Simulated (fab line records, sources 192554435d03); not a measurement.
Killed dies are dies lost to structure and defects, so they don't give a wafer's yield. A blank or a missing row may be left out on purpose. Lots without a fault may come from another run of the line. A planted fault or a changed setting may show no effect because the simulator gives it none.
fab line records | flow n5_finfet
record lots=7 wafers=21
route steps=1938 shown SD_EPI_P@321 SD_ACTIVATION@330 ILD0@344 HKMG_FIN@434 GATE_CUT@479 MOL_CONTACT_COAG@538 BEOL_M0_SAQP@636 BEOL_M0@738
start_h: hours from the record's first day to the start of the lot's first wafer shown | wait_h: hours since the lot's step before | " the same as in the row above | L1.1+2: a row that stands for several wafers | - no value, or no start given | * or withheld: withheld | < > ~ a bound
route shown NAME@n: a module of which the file shows steps, and the number in the route of the first | usual: mean/standard deviation of fault-free wafers | same: alike in all rows | chamber/n: place in a boat | sites: the reading at each site | _std_site: their standard deviation | _edge_site: outer sites' mean less inner sites' | radius_mm: how far each site lies from the wafer's centre | mask NAME#n: copy n | behind: the tool/chamber that last shaped the wafer | hold: why the lot was held/for how many hours/how that ended | device: the transistor (n, p or np) that didn't switch | end of line: the same wafers' tests at the end of the route | a step without rows: its recipe alone | killed: dies lost to structure and defects at the first sort, not the wafer's yield | map: a wafer's dies, x killed, . not, _ none there
set.NAME: the setting as run; set.NAME@STEP: as run at that earlier step | model.NAME: the simulator's own value behind a step, which no gauge read
lots whose settings were changed on purpose; a table a step, a row a wafer
## steps
# step N5_SD_EPI_P_EPI_21
# recipe material=SiGe:B dopant=B temp_c=550 pressure_torr=20 ambient=H2 time_s=355
# columns lot.wafer tool chamber start_h wait_h set.temp_c model.SiGe-B_of_SD_EPI_P_EPI_21.thk_nm
L076.2 epi_rpcvd-03 0 67.17 0.5 550 60.6
L076.3 " 0 " " 550 60.4
L076.6 " 0 68.61 1.8 550 61.6
L077.1 epi_rpcvd-04 0 74.54 0.1 547.5 58.4
L077.3 " 0 " " 550 61.4
L077.5 " 0 " " 547.5 58
L089.1 epi_rpcvd-02 0 144.51 0.2 546.3 55.6
L089.4 " 0 145.95 1.5 550 60.8
L089.5 " 0 " " 546.3 55.4
L090.2 epi_rpcvd-04 0 150.23 0.6 547.5 57.4
L090.3 " 0 " " 547.5 57.8
L090.6 " 0 152.15 2.4 550 60.4
L094.1 epi_rpcvd-02 0 180.29 0.1 550 60
L094.2 " 0 " " 550 60.2
L094.3 " 0 " " 550 61
L095.1 epi_rpcvd-03 0 181.73 0.2 550 61.6
L095.2 " 0 " " 550 61
L095.5 " 0 183.65 2.0 547.3 57.8
L097.4 epi_rpcvd-02 0 202.24 1.5 546 56.2
L097.5 " 0 " " 550 61.8
L097.6 " 0 " " 550 61
# step N5_SD_EPI_P_EPI_MEAS_23
# recipe mode=xrd
# usual thk_nm=61.0/1.1
# columns lot.wafer tool chamber start_h wait_h set.temp_c@SD_EPI_P_EPI_21 thk_nm
L076.2 film_metro-02 - 69.01 1.5 550 60.4
L076.3 " - " " 550 62.3
L076.6 " - " " 550 61.1
L077.1 film_metro-01 - 76.73 1.8 547.5 58.7
L077.3 " - " " 550 60.9
L077.5 " - " " 547.5 56.9
L089.1 film_metro-01 - 147.43 2.4 546.3 54.8
L089.4 " - " " 550 60.8
L089.5 " - " " 546.3 56.5
L090.2 film_metro-01 - 152.67 2.0 547.5 58.2
L090.3 " - " " 547.5 58.4
L090.6 " - " " 550 60.4
L094.1 film_metro-01 - 182.49 1.8 550 58.1
L094.2 " - " " 550 60.7
L094.3 " - " " 550 60.9
L095.1 film_metro-02 - 184.64 2.4 550 62.1
L095.2 " - " " 550 61.0
L095.5 " - " " 547.3 57.6
L097.4 film_metro-02 - 203.72 1.0 546 58.2
L097.5 " - " " 550 61.4
L097.6 " - " " 550 60.9
# step N5_SD_EPI_P_HM_STRIP_48
# recipe chemistry=H3PO4 temp_c=160 material=SiNx target=SiNx target_depth_a=30 overetch_fraction=0.3
# columns lot.wafer tool chamber start_h wait_h set.temp_c@SD_EPI_P_EPI_21 model.SiGe-B_of_SD_EPI_P_EPI_21.thk_nm
L076.2 wet_bench-06 2 69.04 0.0 550 60.4
L076.3 " 5 " " 550 60.2
L076.6 " 3 " " 550 61.2
L077.1 wet_bench-04 2 76.77 0.0 547.5 58.2
L077.3 " 1 " " 550 61
L077.5 " 3 " " 547.5 57.8
L089.1+5 wet_bench-04 5,6 147.47 0.0 546.3 55.2
L089.4 " 0 " " 550 60.6
L090.2 wet_bench-02 7 152.70 0.0 547.5 57
L090.3 " 6 " " 547.5 57.6
L090.6 " 5 " " 550 60
L094.1 wet_bench-04 3 182.52 0.0 550 59.6
L094.2 " 4 " " 550 60
L094.3 " 6 " " 550 60.6
L095.1 wet_bench-02 0 184.68 0.0 550 61.2
L095.2 " 5 " " 550 60.8
L095.5 " 1 " " 547.3 57.6
L097.4 wet_bench-02 7 203.75 0.0 546 56
L097.5 " 0 " " 550 61.4
L097.6 " 5 " " 550 60.8
# step N5_SD_EPI_P_SRD_49
# recipe dry=ipa_marangoni time_s=30 temp_c=23 rinse_liquid=diw
# step N5_SD_EPI_P_PRECLEAN_24
# recipe chemistry=O3/DIW time_s=45 temp_c=22 o3_ppm=10
# step N5_SD_ACTIVATION_RTA_00
# recipe temp_c=975 time_s=0 ambient=N2 idle_temp_c=600 ramp_up_c_per_s=150 ramp_down_c_per_s=60 cool_to_c=600
# step N5_SD_ACTIVATION_LSA_01
# recipe temp_c=1080 time_s=0.0008 ambient=N2
# step N5_SD_ACTIVATION_RS_MEAS_03
# recipe thk_meas_gauge=four-point-probe
# usual RS_SD_N=21.85/0.27 RS_SD_P=56.2/0.78
# columns lot.wafer tool chamber start_h wait_h set.temp_c@SD_EPI_P_EPI_21 RS_SD_N[ohm/sq] RS_SD_P[ohm/sq]
L076.2 film_metro-01 - 69.63 0.2 550 21.88 56.2
L076.3 " - " " 550 21.81 57.1
L076.6 " - " " 550 21.91 56.3
L077.1 film_metro-01 - 77.53 0.2 547.5 21.94 58.7
L077.3 " - " " 550 21.60 55.3
L077.5 " - " " 547.5 21.67 59.0
L089.1 film_metro-02 - 148.40 0.2 546.3 22.39 61.7
L089.4 " - " " 550 22.08 56.1
L089.5 " - " " 546.3 22.34 61.7
L090.2 film_metro-01 - 153.31 0.2 547.5 21.84 60.1
L090.3 " - " " 547.5 22.03 59.4
L090.6 " - " " 550 22.25 56.4
L094.1 film_metro-01 - 183.42 0.2 550 21.55 57.6
L094.2 " - " " 550 21.67 57.3
L094.3 " - " " 550 21.96 56.8
L095.1 film_metro-01 - 185.27 0.2 550 21.68 55.1
L095.2 " - " " 550 21.58 55.4
L095.5 " - " " 547.3 21.67 58.7
L097.4 film_metro-01 - 204.38 0.1 546 21.55 61.9
L097.5 " - " " 550 21.42 54.9
L097.6 " - " " 550 21.47 56.2
# step N5_ILD0_CMP_12
# recipe stop_on=poly-Si material=SiNx t_overpolish_s=6 post_cmp_clean=alkaline_brush down_force_psi=2.5 platen_rpm=51.8 pad_velocity_m_s=1.0307 target_thk_nm=17.67
# usual time_to_endpoint_s=28.7/1.7
# columns lot.wafer tool chamber start_h wait_h set.down_force_psi time_to_endpoint_s
L076.2 cmp-02 1 77.05 1.2 2.5 27.0
L076.3 " 2 " " 2.5 27.1
L076.6 " 3 " " 2.5 25.9
L077.3 cmp-02 2 84.45 1.1 2.5 26.2
L077.1 " 0 " " 2.5 28.3
L077.5 " 2 " " 2.5 29.5
L089.4 cmp-03 3 154.66 1.1 2.269 32.5
L089.1 " 2 " " 2.5 28.9
L089.5 " 0 " " 2.5 30.0
L090.3 cmp-03 2 160.05 1.2 2.5 30.0
L090.2 " 3 " " 2.1 36.5
L090.6 " 2 " " 2.1 33.5
L094.2 cmp-01 0 190.41 1.1 2.5 29.3
L094.3 " 2 " " 2.003 35.9
L094.1 " 3 " " 2.5 31.0
L095.2 cmp-01 3 192.04 1.1 2.5 29.2
L095.1 " 0 " " 2.5 31.0
L095.5 " 0 " " 2.5 31.6
L097.4 cmp-02 3 210.60 0.0 2.5 27.8
L097.5 " 3 " " 2.5 28.1
L097.6 " 0 " " 2.5 27.2
# step N5_HKMG_FIN_ETCH_31
# recipe chemistry=CF4 target=SiARC target_depth_a=455 mask_material=CAR-ArF time_s=75.8 ion_energy_ev=80 pressure_mtorr=40 source_w=545 bias_w=36 Ar_flow_sccm=100 cf4_flow_sccm=100 ends=cleared
# usual rf_vpp_V=183.7/1
# columns lot.wafer tool chamber start_h wait_h set.bias_w rf_vpp_V
L076.2 rie_diel-06 3 87.22 0.0 36 183.2
L076.3 " 2 " " 36 183.7
L076.6 " 3 " " 36 182.5
L077.1 rie_diel-06 0 94.25 0.0 41.71 201.3
L077.3 " 2 " " 36 182.8
L077.5 " 0 " " 41.71 202.8
L089.1 rie_diel-05 3 164.74 0.0 41.99 203.5
L089.4 " 3 " " 41.99 203.4
L089.5 " 3 " " 41.99 202.7
L090.2 rie_diel-05 0 170.16 0.0 36 183.3
L090.3 " 1 " " 36 184.2
L090.6 " 1 " " 36 183.8
L094.1 rie_diel-02 0 200.90 0.0 36 183.1
L094.2 " 2 " " 39.5 196.1
L094.3 " 3 " " 39.5 195.1
L095.1 rie_diel-05 2 202.15 0.0 36 184.5
L095.2 " 1 " " 38.09 189.1
L095.5 " 1 " " 36 182.8
L097.4 rie_diel-06 3 220.83 0.0 36 183.3
L097.5 " 3 " " 36 181.8
L097.6 " 2 " " 36 184.6
# step N5_GATE_CUT_COAT_35
# recipe resist=SiARC temp_c=220 time_s=60 spin_rpm=1500 resist_thk_nm=10
# columns lot.wafer tool chamber start_h wait_h set.spin_rpm model.SiARC_of_GATE_CUT_COAT_35.thk_nm
L076.2+3+6 litho_track-03 0 - - 1500 10
L077.1 litho_track-03 0 - - 1582 9.8
L077.3+5 " 0 " " 1500 10
L089.1+4 litho_track-04 0 - - 1500 10
L089.5 " 0 " " 1661 9.6
L090.2+3 litho_track-04 0 - - 1594 9.8
L090.6 " 0 " " 1500 10
L094.1+2+3 litho_track-01 0 - - 1607 9.6
L095.1+2+5 litho_track-04 0 - - 1500 10
L097.4+6 litho_track-03 0 - - 1500 10
L097.5 " 0 " " 1437 10.2
# step N5_GATE_CUT_COAT_27
# recipe resist=underlayer temp_c=205 time_s=60 spin_rpm=1500 resist_thk_nm=10
# columns lot.wafer tool chamber start_h wait_h set.temp_c
L076.2+3+6 litho_track-03 0 - - 205
L077.1+3 litho_track-03 0 - - 208.8
L077.5 " 0 " " 205
L089.1+4+5 litho_track-04 0 - - 205
L090.2+6 litho_track-04 0 - - 207.8
L090.3 " 0 " " 205
L094.1+3 litho_track-01 0 - - 197.9
L094.2 " 0 " " 205
L095.1+2+5 litho_track-04 0 - - 197.7
L097.4+5 litho_track-03 0 - - 209.3
L097.6 " 0 " " 205
# step N5_GATE_CUT_COAT_07
# recipe resist=CAR-EUV spin_rpm=1500 resist_thk_nm=30
# step N5_GATE_CUT_EBR_09
# recipe solvent=PGMEA ebr_width_mm=1.5
# step N5_GATE_CUT_DESCUM_18
# recipe chemistry=O2 time_s=7 source_power_w=50 bias_power_w=20 pressure_mtorr=20 rf_frequency_hz=2.712e+07 temp_c=40 resist=CAR-EUV o2_flow_sccm=225
# step N5_GATE_CUT_ETCH_28
# recipe chemistry=N2/H2 target=underlayer target_depth_a=130 mask_material=CAR-EUV time_s=10.4 ion_energy_ev=200 pressure_mtorr=30 source_w=840 bias_w=150 n2_flow_sccm=200 h2_flow_sccm=200 ends=cleared
# step N5_GATE_CUT_ETCH_36
# recipe chemistry=CF4 target=SiARC target_depth_a=130 mask_material=CAR-EUV time_s=21.7 ion_energy_ev=80 pressure_mtorr=40 source_w=545 bias_w=36 Ar_flow_sccm=100 cf4_flow_sccm=100 ends=cleared
# columns lot.wafer tool chamber start_h wait_h set.spin_rpm@GATE_CUT_COAT_35 model.etch.depth_nm
L076.2 rie_diel-04 3 95.84 0.0 1500 10.01
L076.3 " 1 " " 1500 10.03
L076.6 " 1 " " 1500 10.07
L077.1 rie_diel-03 1 102.60 0.0 1582 9.785
L077.3+5 " 3,0 " " 1500 10.02
L089.1 rie_diel-03 0 173.49 0.0 1500 10.02
L089.4 " 1 " " 1500 9.994
L089.5 " 1 " " 1661 9.523
L090.2 rie_diel-01 1 178.80 0.0 1594 9.7
L090.3 " 0 " " 1594 9.709
L090.6 " 3 " " 1500 9.972
L094.1 rie_diel-04 2 209.38 0.0 1607 9.635
L094.2 " 0 " " 1607 9.63
L094.3 " 1 " " 1607 9.628
L095.1 rie_diel-01 1 211.54 0.0 1500 10.03
L095.2+5 " 0,1 " " 1500 10.02
L097.4 rie_diel-03 2 229.56 0.0 1500 10.03
L097.5 " 1 " " 1437 10.26
L097.6 " 3 " " 1500 10.04
# step N5_GATE_CUT_ETCH_37
# recipe chemistry=N2/H2 target=SOC target_depth_a=600 overetch_a=120 mask_material=SiARC temp_c=40 time_s=90 ion_energy_ev=200 pressure_mtorr=30 source_w=840 bias_w=150 n2_flow_sccm=200 h2_flow_sccm=200
# columns lot.wafer tool chamber start_h wait_h set.spin_rpm@GATE_CUT_COAT_35 model.SiARC_of_GATE_CUT_COAT_35.thk_nm
L076.2+3+6 rie_diel-04 3,1,1 95.87 0.0 1500 6
L077.1 rie_diel-03 1 102.63 0.0 1582 5.8
L077.3+5 " 3,0 " " 1500 6
L089.1+4 rie_diel-03 0,1 173.52 0.0 1500 6
L089.5 " 1 " " 1661 5.6
L090.2 rie_diel-01 1 178.83 0.0 1594 5.6
L090.3 " 0 " " 1594 5.8
L090.6 " 3 " " 1500 5.8
L094.1+2+3 rie_diel-04 2,0,1 209.41 0.0 1607 5.6
L095.1+5 rie_diel-01 1 211.57 0.0 1500 6
L095.2 " 0 " " 1500 6.2
L097.4+6 rie_diel-03 2,3 229.61 0.0 1500 6
L097.5 " 1 " " 1437 6.2
# step N5_MOL_CONTACT_COAG_ETCH_110
# recipe chemistry=CF4/O2 target=Si target_depth_a=25 time_s=8 pressure_mtorr=100 source_w=200 bias_w=12 ion_energy_ev=60 Ar_flow_sccm=100 cf4_flow_sccm=100 O2_flow_sccm=10
# usual rf_vpp_V=127.2/1.5
# columns lot.wafer tool chamber start_h wait_h set.bias_w rf_vpp_V
L076.2 rie_diel-02 1 100.01 0.0 12 125.5
L076.3 " 0 " " 12 126.0
L076.6 " 2 " " 12 130.4
L077.1 rie_diel-05 2 106.79 0.0 10.93 117.8
L077.3 " 3 " " 12 126.3
L077.5 " 2 " " 12 126.9
L089.1 rie_diel-05 1 177.60 0.0 12 127.2
L089.4 " 0 " " 12 126.8
L089.5 " 2 " " 12 125.6
L090.2 rie_diel-06 0 183.08 0.0 10.14 111.9
L090.3 " 2 " " 10.14 110.5
L090.6 " 3 " " 10.14 111.0
L094.1 rie_diel-02 3 213.39 0.0 12 125.9
L094.2 " 0 " " 12 126.4
L094.3 " 1 " " 12 127.1
L095.1 rie_diel-02 2 216.17 0.0 13.37 142.5
L095.2 " 3 " " 13.37 136.1
L095.5 " 0 " " 12 124.6
L097.4 rie_diel-05 3 233.55 0.0 10.58 113.6
L097.5 " 0 " " 10.58 114.3
L097.6 " 1 " " 12 128.4
# step N5_MOL_CONTACT_COAG_ALD_131
# recipe material=SiO2 target_thk_a=50 temp_c=100 ald_precursor_family=BDEAS ald_co_reactant=O2-plasma pulse_time_s=1 co_reactant_pulse_time_s=1 purge_time_s=2 co_reactant_purge_time_s=2 ald_cycles=35 pressure_torr=2
# columns lot.wafer tool chamber start_h wait_h set.ald_cycles model.SiO2_of_MOL_CONTACT_COAG_ALD_131.thk_nm
L076.2+3+6 ald_sin-04 2,0,0 109.18 0.1 35 5
L077.1+5 ald_sin-02 2 119.07 0.1 35 5
L077.3 " 0 " " 40 5.8
L089.1+4+5 ald_sin-01 3,2,2 190.23 0.2 35 5
L090.2+3+6 ald_sin-01 0,2,2 193.66 0.1 35 5
L094.1+2+3 ald_sin-02 3,2,1 222.74 0.1 35 5
L095.1 ald_sin-04 3 227.99 0.3 32 4.6
L095.2+5 " 2,3 " " 35 5
L097.4 ald_sin-04 0 246.55 0.1 30 4.2
L097.5+6 " 3,1 " " 35 5
# step N5_MOL_CONTACT_COAG_ETCH_91
# recipe chemistry=N2/H2 target=SOC target_depth_a=600 overetch_a=210 mask_material=SiARC temp_c=40 time_s=101.2 ion_energy_ev=200 pressure_mtorr=30 source_w=840 bias_w=150 n2_flow_sccm=200 h2_flow_sccm=200
# usual rf_vpp_V=522.7/1.9
# columns lot.wafer tool chamber start_h wait_h set.source_w rf_vpp_V
L076.2 rie_diel-02 3 109.45 0.0 840 521.7
L076.3 " 0 " " 840 519.8
L076.6 " 0 " " 840 520.7
L077.1 rie_diel-05 2 119.28 0.0 767.7 541.6
L077.3 " 0 " " 840 521.2
L077.5 " 2 " " 840 526.6
L089.1 rie_diel-06 1 190.47 0.0 840 521.9
L089.4 " 2 " " 840 522.6
L089.5 " 0 " " 840 522.4
L090.2 rie_diel-06 0 193.89 0.0 735.1 546.2
L090.3 " 2 " " 840 521.7
L090.6 " 2 " " 840 521.0
L094.1 rie_diel-05 3 222.95 0.0 840 522.8
L094.2 " 2 " " 737.2 549.1
L094.3 " 0 " " 840 521.6
L095.1 rie_diel-05 1 228.20 0.0 840 523.7
L095.2 " 3 " " 840 522.3
L095.5 " 2 " " 793.7 535.7
L097.4 rie_diel-06 2 246.86 0.0 977.3 496.4
L097.5 " 2 " " 977.3 497.2
L097.6 " 1 " " 977.3 496.3
# step N5_BEOL_M0_SAQP_PECVD_96
# recipe material=a-Si target_thk_a=450 temp_c=350 precursor=SiH4/He pressure_torr=3 rf_w=100 time_s=45.2
# columns lot.wafer tool chamber start_h wait_h set.time_s model.a-Si_of_BEOL_M0_SAQP_PECVD_96.thk_nm
L076.2 pecvd-01 2 116.46 0.0 45.2 44.8
L076.3 " 0 " " 45.2 44.4
L076.6 " 0 " " 45.2 45.8
L077.1 pecvd-01 2 127.62 0.0 45.2 45.6
L077.3 " 0 " " 45.2 44.8
L077.5 " 2 " " 42.18 41.6
L089.1 pecvd-03 1 200.05 0.0 45.2 45.8
L089.4 " 1 " " 45.2 45.6
L089.5 " 2 " " 51.24 52.2
L090.2 pecvd-03 0 204.04 0.0 49.87 49.2
L090.3 " 2 " " 45.2 45
L090.6 " 0 " " 45.2 45.2
L094.1 pecvd-04 0 229.93 0.0 50.37 49.6
L094.2 " 1 " " 45.2 43.6
L094.3 " 2 " " 45.2 44.4
L095.1 pecvd-03 0 235.60 0.0 45.2 44.8
L095.2 " 1 " " 41.75 40.8
L095.5 " 1 " " 41.75 42
L097.4 pecvd-04 1 256.87 0.0 45.2 45
L097.5 " 2 " " 45.2 45.4
L097.6 " 0 " " 45.2 45.8
# step N5_BEOL_M0_SAQP_COAT_82
# recipe resist=SiARC temp_c=220 time_s=60 spin_rpm=1500 resist_thk_nm=30
# columns lot.wafer tool chamber start_h wait_h set.time_s
L076.2+3+6 litho_track-05 0 - - 60
L077.1+3+5 litho_track-04 0 - - 60
L089.1+4 litho_track-05 0 - - 48.37
L089.5 " 0 " " 60
L090.2+3 litho_track-04 0 - - 60
L090.6 " 0 " " 67.48
L094.1+3 litho_track-01 0 - - 72.12
L094.2 " 0 " " 60
L095.1+2+5 litho_track-04 0 - - 60
L097.4+5+6 litho_track-05 0 - - 60
# step N5_BEOL_M0_SAQP_COAT_08
# recipe resist=CAR-ArF spin_rpm=1500 resist_thk_nm=90
# step N5_BEOL_M0_SAQP_EBR_10
# recipe solvent=PGMEA ebr_width_mm=1.5
# step N5_BEOL_M0_SAQP_ETCH_101
# recipe chemistry=CH3F/O2 target=SiNx mask_material=SiO2 target_depth_a=299 time_s=42.7 pressure_mtorr=30 source_w=395 bias_w=73 Ar_flow_sccm=150 CH3F_flow_sccm=30 O2_flow_sccm=20 ion_energy_ev=120
# step N5_BEOL_M0_SAQP_ETCH_102
# recipe chemistry=CF4 target=SiO2 target_depth_a=40 ion_energy_ev=350 time_s=4.4 pressure_mtorr=10 icp_w=800 bias_w=400 cf4_flow_sccm=80
# step N5_BEOL_M0_SAQP_MANDREL_ETCH_103
# recipe chemistry=HBr/Cl2 target=a-Si target_depth_a=450 bt_time_s=10 stop_on=SiCN mask_material=SiO2 over_etch_frac=0.8 time_s=27 pressure_mtorr=10 icp_w=800 bias_w=75 HBr_flow_sccm=150 Cl2_flow_sccm=80 ends=end_point
# usual oes_product_au=0.680/0.0092
# columns lot.wafer tool chamber start_h wait_h set.time_s@BEOL_M0_SAQP_PECVD_96 oes_product_au model.etch.depth_nm
L076.2 rie_si-02 2 119.28 0.0 45.2 0.685 44.79
L076.3 " 0 " " 45.2 0.688 44.47
L076.6 " 3 " " 45.2 0.699 45.76
L077.1 rie_si-04 0 130.26 0.0 45.2 0.683 45.53
L077.3 " 1 " " 45.2 0.670 44.81
L077.5 " 2 " " 42.18 0.655 41.68
L089.1 rie_si-04 3 202.82 0.0 45.2 0.676 45.76
L089.4 " 2 " " 45.2 0.680 45.64
L089.5 " 0 " " 51.24 0.730 52.17
L090.2 rie_si-04 1 207.16 0.0 49.87 0.716 49.26
L090.3 " 2 " " 45.2 0.676 44.95
L090.6 " 1 " " 45.2 0.681 45.18
L094.1 rie_si-02 3 232.51 0.0 50.37 0.723 49.67
L094.2 " 1 " " 45.2 0.671 43.7
L094.3 " 0 " " 45.2 0.676 44.32
L095.1 rie_si-04 0 239.61 0.0 45.2 0.670 44.77
L095.2 " 2 " " 41.75 0.645 40.85
L095.5 " 3 " " 41.75 0.643 41.9
L097.4 rie_si-04 2 259.22 0.0 45.2 0.676 45.02
L097.5 " 2 " " 45.2 0.684 45.32
L097.6 " 1 " " 45.2 0.680 45.84
# step N5_BEOL_M0_SPUTTER_134
# recipe material=Cu target_thk_a=40 temp_c=-20 chamber_pressure_pa=0.07 power_w=withheld time_s=7.37
# columns lot.wafer tool chamber start_h wait_h set.time_s model.Cu_of_BEOL_M0_SPUTTER_134.thk_nm
L076.2 pvd_sputter-01 - 128.42 0.0 7.37 4
L076.3+6 " - " " 7.37 4.2
L077.1+3 pvd_sputter-03 - 138.62 0.0 8.286 4.6
L077.5 " - " " 7.37 4
L089.1 pvd_sputter-01 - 211.82 0.0 6.943 3.6
L089.4+5 " - " " 7.37 4
L090.2 pvd_sputter-02 - 212.88 0.0 6.994 -
L090.3 " - " " 7.37 4.2
L090.6 " - " " 6.994 3.8
L095.1 pvd_sputter-01 - 247.96 0.0 7.37 4
L095.2 " - " " 7.37 3.8
L095.5 " - " " 6.279 -
L094.1 pvd_sputter-03 - 248.23 0.0 6.827 -
L094.2+3 " - " " 7.37 4
L097.4+6 pvd_sputter-01 - 265.17 0.0 7.37 4
L097.5 " - " " 7.37 3.8
## key
split step=N5_SD_EPI_P_EPI_21 setting=temp_c stated=550 by=wafer
response step=N5_SD_EPI_P_EPI_21 reading=model.SiGe-B_of_SD_EPI_P_EPI_21.thk_nm change=+7.21 per=1% r=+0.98
response step=N5_SD_EPI_P_EPI_MEAS_23 reading=thk_nm change=* per=1% r=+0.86
response step=N5_SD_EPI_P_HM_STRIP_48 reading=model.SiGe-B_of_SD_EPI_P_EPI_21.thk_nm change=+7.09 per=1% r=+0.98
response step=N5_SD_ACTIVATION_RS_MEAS_03 reading=RS_SD_P change=-8.08 per=1% r=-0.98
split step=N5_ILD0_CMP_12 setting=down_force_psi stated=2.5 by=wafer
response step=N5_ILD0_CMP_12 reading=time_to_endpoint_s change=* per=1% r=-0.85
split step=N5_HKMG_FIN_ETCH_31 setting=bias_w stated=36 by=wafer
response step=N5_HKMG_FIN_ETCH_31 reading=rf_vpp_V change=+1.21 per=1% r=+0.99
split step=N5_GATE_CUT_COAT_35 setting=spin_rpm stated=1500 by=wafer
response step=N5_GATE_CUT_COAT_35 reading=model.SiARC_of_GATE_CUT_COAT_35.thk_nm change=-0.037 per=1% r=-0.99
response step=N5_GATE_CUT_ETCH_36 reading=model.etch.depth_nm change=-0.0451 per=1% r=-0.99
response step=N5_GATE_CUT_ETCH_37 reading=model.SiARC_of_GATE_CUT_COAT_35.thk_nm change=-0.0339 per=1% r=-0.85
split step=N5_GATE_CUT_COAT_27 setting=temp_c stated=205 by=wafer
response none clear
split step=N5_MOL_CONTACT_COAG_ETCH_110 setting=bias_w stated=12 by=wafer
response step=N5_MOL_CONTACT_COAG_ETCH_110 reading=rf_vpp_V change=+1.19 per=1% r=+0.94
split step=N5_MOL_CONTACT_COAG_ALD_131 setting=ald_cycles stated=35 by=wafer
response step=N5_MOL_CONTACT_COAG_ALD_131 reading=model.SiO2_of_MOL_CONTACT_COAG_ALD_131.thk_nm change=+0.0546 per=1% r=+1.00
split step=N5_MOL_CONTACT_COAG_ETCH_91 setting=source_w stated=840 by=wafer
response step=N5_MOL_CONTACT_COAG_ETCH_91 reading=rf_vpp_V change=-2.1 per=1% r=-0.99
split step=N5_BEOL_M0_SAQP_PECVD_96 setting=time_s stated=45.2 by=wafer
response step=N5_BEOL_M0_SAQP_PECVD_96 reading=model.a-Si_of_BEOL_M0_SAQP_PECVD_96.thk_nm change=+0.469 per=1% r=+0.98
response step=N5_BEOL_M0_SAQP_MANDREL_ETCH_103 reading=oes_product_au change=+0.00386 per=1% r=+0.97
response step=N5_BEOL_M0_SAQP_MANDREL_ETCH_103 reading=model.etch.depth_nm change=+0.47 per=1% r=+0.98
split step=N5_BEOL_M0_SAQP_COAT_82 setting=time_s stated=60 by=wafer
response none clear
split step=N5_BEOL_M0_SPUTTER_134 setting=time_s stated=7.37 by=wafer
response step=N5_BEOL_M0_SPUTTER_134 reading=model.Cu_of_BEOL_M0_SPUTTER_134.thk_nm change=+0.0545 per=1% r=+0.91
